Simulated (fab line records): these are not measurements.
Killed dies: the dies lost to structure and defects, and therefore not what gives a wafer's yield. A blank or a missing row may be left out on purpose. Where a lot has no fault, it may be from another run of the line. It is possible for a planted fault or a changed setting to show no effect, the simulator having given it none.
A lot that was struck, set against a sound lot | flow nand harc | 15 out of 1159 route steps
Sound: wafers L416.1, L416.3, L416.4. Wafers L425.2, L425.3, L425.5 were the ones struck. The cause is given at the end.
For every step that has rows: the tool of each side, followed by ch and its chambers, followed by its first start. Under that, the readings that differ: sound wafers | struck wafers | difference of the means | sigmas: that difference in standard deviations of wafers without a fault.
alike: words and numbers the same on both sides, and readings whose means are apart by under 2 such deviations; not compared: readings that were withheld, readings missing a value for some wafer, numbers with overlapping values and no deviation given by the record, and bounds like >300 which may hide the same value.
A row with sigmas, a row that says differs or no value, or rows on one side alone: a step with any of these is where the two part. Numbers that have no deviation but don't overlap get no sigmas and don't part them. A reading missing from all wafers of one side parts the sides only when that side holds two or more wafers.

NHARC_P_CONTACT_ETCH_35: etches the open film in CF4, target depth 39 nm, time 65 s.
  sound on rie diel-07 ch 0,2,3, day 6 03:42; struck on rie diel-07 ch 0,1, day 8 18:14
  reading      | sound             | struck            | difference | sigmas
  rf vpp V (V) | 149.4 149.8 150.1 | 150.2 153.2 153.5 | +2.5       | +2
  alike: drypump motor current A, oes product au, rf fwd power W, showerhead plenum p Torr, throttle valve pct
  not compared: rf hours counter h
NHARC_P_CONTACT_ETCH_36: etches the open film in N2/H2, target depth 260 nm, time 406.25 s.
  sound: rie diel-07 ch 0,2,3; struck: rie diel-07 ch 0,1,3
  alike: drypump motor current A, oes product au, rf fwd power W, rf vpp V, showerhead plenum p Torr, throttle valve pct
  not compared: rf hours counter h
then, 2 steps without rows for these wafers: NHARC_P_CONTACT_ETCH_18 (etches the open film in C4F8/O2/Ar, target depth 481 nm, time 240.5 s); NHARC_P_CONTACT_STRIP_37 (strips in C4F8/O2/Ar).
NHARC_P_CONTACT_ETCH_31: etches the open film in CH3F/O2, target depth 30 nm, time 85.7 s.
  sound: rie diel-07 ch 1,2,3; struck: rie diel-07 ch 0,3
  alike: drypump motor current A, oes product au, rf fwd power W, rf vpp V, showerhead plenum p Torr, throttle valve pct
  not compared: rf hours counter h
NHARC_P_CONTACT_CD_MEAS_19:
  sound: cd sem-03 at day 6 04:29; struck: cd sem-01 at day 8 19:07
  alike: cd nm
NHARC_P_CONTACT_STRIP_28: strips in O2.
  sound on rie diel-07 ch 0,2,3, day 6 04:34; struck on rie diel-03 ch 0,1,2, day 8 19:11
  alike: drypump motor current A, oes product au, rf vpp V, showerhead plenum p Torr, throttle valve pct
  not compared: rf hours counter h
then, 4 steps without rows for these wafers: NHARC_P_CONTACT_STRIP_29 (strips in post etch residue remover, time 1200 s); NHARC_P_CONTACT_DEGAS_38 (time 60 s); NHARC_P_CONTACT_PRE_CLEAN_39 (time 19.5 s); NHARC_P_CONTACT_PVD_32 (deposits Ti, target thk 5 nm, time 17.7 s).
NHARC_P_CONTACT_ALD_22: deposits TiN, target thk 3 nm, pulse time 1 s, ald cycles 150.
  sound on ald metal-02 ch 0,2, day 6 05:53; struck on ald metal-01 ch 0,3, day 8 20:03
  alike: heater power w, precursor pulse height rel
NHARC_P_CONTACT_CVD_23: deposits W, target thk 200 nm, time 557 s.
  sound on cvd w-01 ch 0,1, day 6 11:26; struck on cvd w-02 ch 0,1, day 9 00:25
  no value came back on the struck wafers for any of 5 readings (chamber pressure Torr (Torr), heater power outer w (W) and others); on the sound wafers chamber pressure Torr (Torr) reads 40.05 39.94 40.07
NHARC_P_CONTACT_CMP_24: polishes, t overpolish 30 s, target thk 200 nm.
  sound on cmp-04 ch 0,1,2, day 6 12:05; struck on cmp-04 ch 2,3, day 9 00:59
  reading                | sound    | struck | difference | sigmas
  time to endpoint s (s) | 30 33 35 | 0 0 2  | -32        | -8
  alike: motor current A, overpolish run s
-- break in the record here, with 14 days between the starts of the struck wafers on either side (left off in module P_CONTACT, picked up again in module END, where the first step shown is number 1159 on the route) --
NHARC_END_SORT_01:
  sound on prober-01 ch 0, day 20 11:59; struck on prober-02 ch 0, day 23 10:10
  reading             | sound    | struck      | difference | sigmas
  killed at array     | 24 27 22 | 49 49 45    | +23        | +3
  killed at periphery | 2 5 5    | 628 627 631 | +625       | +99 or more
  killed dies         | 26 33 27 | 677 677 677 | +648       | +70
  alike: killed at other, killed open, killed short

## WHERE THEY PART
Last at NHARC_END_SORT_01 as far as this record goes, first at NHARC_P_CONTACT_ETCH_35.

WHY: what had been put in by the simulator
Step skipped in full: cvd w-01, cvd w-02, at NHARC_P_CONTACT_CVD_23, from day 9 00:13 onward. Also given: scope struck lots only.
